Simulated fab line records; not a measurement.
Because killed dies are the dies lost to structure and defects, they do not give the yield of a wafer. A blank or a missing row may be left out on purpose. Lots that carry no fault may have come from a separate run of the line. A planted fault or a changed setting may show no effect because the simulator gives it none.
Matching of chambers / flow n5_finfet / cmp-03 running N5_BEOL_M14_CMP_49: 4 sister chambers
The step polishes, stops on SiO2, t overpolish 5.2 s, target thk 560 nm. 16 wafers are shown with their chamber, then 7 later ones without.

WAFERS WITH THEIR CHAMBER
wafer=L803.1; chamber=1; motor_current_A (A)=7.0; barrier_field_endpoint_s (s)=10.6
wafer=L803.3; chamber=2; motor_current_A (A)=8.0; barrier_field_endpoint_s (s)=10.8
wafer=L803.6; chamber=1; motor_current_A (A)=7.0; barrier_field_endpoint_s (s)=11.1
wafer=L805.3; chamber=0; motor_current_A (A)=7.1; barrier_field_endpoint_s (s)=11.5
wafer=L805.4; chamber=1; motor_current_A (A)=7.2; barrier_field_endpoint_s (s)=10.7
wafer=L805.5; chamber=1; motor_current_A (A)=7.1; barrier_field_endpoint_s (s)=11.1
wafer=L807.2; chamber=1; motor_current_A (A)=6.8; barrier_field_endpoint_s (s)=11.1
wafer=L807.3; chamber=2; motor_current_A (A)=7.4; barrier_field_endpoint_s (s)=10.4
wafer=L807.4; chamber=0; motor_current_A (A)=7.5; barrier_field_endpoint_s (s)=10.8
wafer=L811.2; chamber=2; motor_current_A (A)=7.8; barrier_field_endpoint_s (s)=10.7
wafer=L811.3; chamber=3; motor_current_A (A)=9.6; barrier_field_endpoint_s (s)=11.5
wafer=L811.6; chamber=1; motor_current_A (A)=7.2; barrier_field_endpoint_s (s)=11.4
wafer=L809.1; chamber=1; motor_current_A (A)=7.3; barrier_field_endpoint_s (s)=10.9
wafer=L809.5; chamber=3; motor_current_A (A)=9.2; barrier_field_endpoint_s (s)=11.0
wafer=L820.2; chamber=0; motor_current_A (A)=7.7; barrier_field_endpoint_s (s)=11.2
wafer=L820.4; chamber=2; motor_current_A (A)=8.1; barrier_field_endpoint_s (s)=10.8

SIGNATURES (averages over the wafers above)
reading=motor_current_A; chamber 0=7.433; chamber 1=7.086; chamber 2=7.825; chamber 3=9.400; scatter within a chamber=0.245
reading=barrier_field_endpoint_s; chamber 0=11.167; chamber 1=10.986; chamber 2=10.675; chamber 3=11.250; scatter within a chamber=0.278
Rule: a wafer's distance from a chamber is the root of the sum, over the readings, of the square of ((its reading less the chamber's mean) divided by the reading's scatter). The wafer belongs to the nearest chamber; if the next one is less than 2 further off, it can't be placed. The scatter: the root of (the sum of the squares of (reading less its chamber's mean) over the shown wafers, divided by (wafers less chambers)).

WAFERS WITH NO CHAMBER GIVEN
wafer=L820.6; motor_current_A (A)=7.3; barrier_field_endpoint_s (s)=11.4
wafer=L822.1; motor_current_A (A)=7.9; barrier_field_endpoint_s (s)=10.8
wafer=L822.5; motor_current_A (A)=7.2; barrier_field_endpoint_s (s)=11.1
wafer=L822.6; motor_current_A (A)=7.6; barrier_field_endpoint_s (s)=11.0
wafer=L823.2; motor_current_A (A)=8.1; barrier_field_endpoint_s (s)=10.4
wafer=L823.5; motor_current_A (A)=9.5; barrier_field_endpoint_s (s)=11.2
wafer=L823.6; motor_current_A (A)=7.6; barrier_field_endpoint_s (s)=11.0

EACH ONE'S CHAMBER
wafer=L820.6; from the rows above=can't be placed: 0 or 1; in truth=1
wafer=L822.1; from the rows above=can't be placed: 2 or 0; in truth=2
wafer=L822.5; from the rows above=can't be placed: 1 or 0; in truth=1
wafer=L822.6; from the rows above=can't be placed: 0 or 2 or 1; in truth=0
wafer=L823.2; from the rows above=2; in truth=2
wafer=L823.5; from the rows above=3; in truth=3
wafer=L823.6; from the rows above=can't be placed: 0 or 2 or 1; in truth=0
2 of 7 placed correctly. Can't be placed from these rows: 5 (the true chamber is among the candidates in 5). Placed wrongly: 0.
